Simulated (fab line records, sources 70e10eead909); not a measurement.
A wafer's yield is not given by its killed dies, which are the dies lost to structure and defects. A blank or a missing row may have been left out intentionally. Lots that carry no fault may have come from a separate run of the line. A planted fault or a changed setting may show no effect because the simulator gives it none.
Struck lot and sound lot, side by side -- flow nand-harc -- 13 steps out of a route of 1302
Sound: wafers L743.1, L743.2, L743.6. Struck: wafer L755.4 (L755.2, L755.5, from the same lot, were not struck and are left out); the cause is given at the end.
For every step that has rows: the tool of each side, followed by ch and its chambers, followed by its first start. Under that, the readings that differ: sound wafers -- struck wafers -- difference of the means -- sigmas: that difference in standard deviations of wafers without a fault.
alike: same words and numbers on both sides, and readings whose means sit less than 2 such deviations apart. not compared: any withheld reading, any reading some wafer has no value for, any bound like >300 that may hide the same value, and any number with overlapping values for which the record gives no deviation.
Wherever a step has rows on one side only, a row that says differs or no value, or a row with sigmas, the two part there. Non-overlapping numbers with no deviation appear without sigmas and do not part them. A reading missing from all wafers of one side parts the sides only when that side holds two or more wafers.

NHARC_A_ZERO_WELL_INSPECT_17:
  struck on defect-inspect-02, day 13 23:11; sound on defect-inspect-02, day 8 23:43
  alike: raw-defect-count
then, 3 steps without rows for these wafers: NHARC_A_SOURCE_PLATE_PRECLEAN_00 (cleans in HF-LAST, time 60 s); NHARC_A_SOURCE_PLATE_SRD_01; NHARC_A_SOURCE_PLATE_OXIDE_02 (material SiO2, target thk 10 nm, ox time 1362 s).
NHARC_A_SOURCE_PLATE_THK_MEAS_09: measures by ellipsometry.
  struck on film-metro-02, day 14 06:28; sound on film-metro-02, day 9 06:40
  alike: thk-nm
then, 3 steps without rows for these wafers: NHARC_A_SOURCE_PLATE_PVD_04 (deposits WSi2, target thk 50 nm); NHARC_A_SOURCE_PLATE_CVD_03 (deposits poly-Si, target thk 200 nm, time 4000 s); NHARC_A_SOURCE_PLATE_ANNEAL_05 (time 1800 s).
NHARC_A_SOURCE_PLATE_THK_MEAS_06: measures by ellipsometry.
  struck on film-metro-02, day 14 21:23; sound on film-metro-02, day 9 20:31
  alike: thk-nm
NHARC_A_SOURCE_PLATE_INSPECT_08:
  struck on defect-inspect-02, day 14 21:28; sound on defect-inspect-01, day 9 20:35
  alike: raw-defect-count
NHARC_A_ONON_D1_DEP_00: target thk 1000 nm.
  sound on pecvd-onon-01 ch 0, day 9 20:40; struck on pecvd-onon-01 ch 0, day 14 21:35
  alike: n2-flow-sccm
NHARC_A_ONON_D1_THK_MEAS_02: measures by ellipsometry.
  struck on film-metro-01, day 14 22:02; sound on film-metro-02, day 9 21:10
reading,sound,struck,difference,sigmas
thk-nm (nm),991 994 995,829,-164,-21
following that, 1 step holds no rows for these wafers, namely NHARC_A_ONON_D1_DEP_03 (target thickness 1000 nm).

== WHERE THEY PART ==
At NHARC_A_ONON_D1_THK_MEAS_02 and nowhere else, as far as this record goes.

WHY: the cause the simulator had injected
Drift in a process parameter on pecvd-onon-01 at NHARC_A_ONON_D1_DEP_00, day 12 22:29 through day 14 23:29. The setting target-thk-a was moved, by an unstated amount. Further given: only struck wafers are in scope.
